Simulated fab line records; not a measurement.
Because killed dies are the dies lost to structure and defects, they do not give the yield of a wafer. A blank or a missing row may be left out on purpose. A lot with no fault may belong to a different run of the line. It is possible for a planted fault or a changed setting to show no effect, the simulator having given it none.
Comparing a struck lot with a sound one	flow nand harc	15 out of 1159 route steps
Sound: the wafers L811.2, L811.3, L811.4. Wafers L820.2, L820.5, L820.6 were the ones struck. The cause is named last.
Per side, at each step with rows, come the tool, then ch with its chambers, and then its first start. Under that, the readings that differ: sound wafers	struck wafers	difference of the means	sigmas: that difference in standard deviations of wafers without a fault.
alike: a reading whose means differ by less than 2 such deviations, as well as words and numbers matching on both sides. not compared: withheld readings; readings where some wafer has no value; bounds like >300 that might hide an equal value; numbers whose values overlap and for which the record gives no deviation.
Wherever a step has rows on one side only, a row that says differs or no value, or a row with sigmas, the two part there. Numbers that have no deviation but don't overlap get no sigmas and don't part them. A reading that every wafer of one side lacks parts them only if that side has two wafers or more.

first, 3 steps without rows for these wafers: NHARC_P_GATE_EXPOSE_08 (exposes mask P HV); NHARC_P_GATE_PEB_09 (peb time 85 s); NHARC_P_GATE_DEVELOP_10 (time 70 s).
NHARC_P_GATE_CD_MEAS_11: the cd target is 1640 nm.
  sound on cd sem-02 ch 0, day 6 13:08; struck on cd sem-02 ch 0, day 8 21:10
  alike: cd nm
then, 1 step without rows for these wafers: NHARC_P_GATE_HARDBAKE_12 (time 80 s).
NHARC_P_GATE_DESCUM_13: chemistry O2, time 3 s.
  sound on rie diel-13 ch 0,1,2, day 6 13:20; struck on rie diel-01 ch 0,2,3, day 8 21:21
  alike: drypump motor current A, mfc ar sccm, oes product au, rf vpp V, showerhead plenum p Torr, throttle valve pct
  not compared: rf hours counter h
then, 6 steps without rows for these wafers: NHARC_P_GATE_ETCH_14 (etches SiO2 in dHF, target depth 48.8 nm); NHARC_P_GATE_STRIP_15 (strips in SPM, time 780 s); NHARC_P_GATE_PRECLEAN_71 (cleans in SC1); NHARC_P_GATE_SRD_72; NHARC_P_GATE_OXIDE_16 (material SiO2, target thk 3 nm, ox time 392 s); NHARC_P_GATE_CVD_17 (deposits poly-Si, target thk 150 nm, time 900 s).
NHARC_P_GATE_HM_DEP_102: deposits aC, target thk 120 nm.
  sound on acl dep-02 ch 0, day 7 03:28; struck on acl dep-03 ch 0, day 9 10:38
  alike: throttle valve pct
NHARC_P_GATE_DEP_103: deposits SiON, target thk 30 nm.
  sound on pecvd-01 ch 0,1, day 7 04:20; struck on pecvd-03 ch 0,1, day 9 11:11
  alike: heater power w
-- the record jumps here: 15 days lie between the struck wafers' starts before and after (it left off in module P_GATE and takes up again in module END, whose first step shown is number 1159 of the route) --
NHARC_END_SORT_01:
  sound on prober-01 ch 0, day 22 02:41; struck on prober-01 ch 0, day 24 23:09
  alike: killed at array, killed at other, killed at periphery, killed dies, killed open, killed short

## WHERE THEY PART
Nowhere in this record.

WHY: what the simulator had put in
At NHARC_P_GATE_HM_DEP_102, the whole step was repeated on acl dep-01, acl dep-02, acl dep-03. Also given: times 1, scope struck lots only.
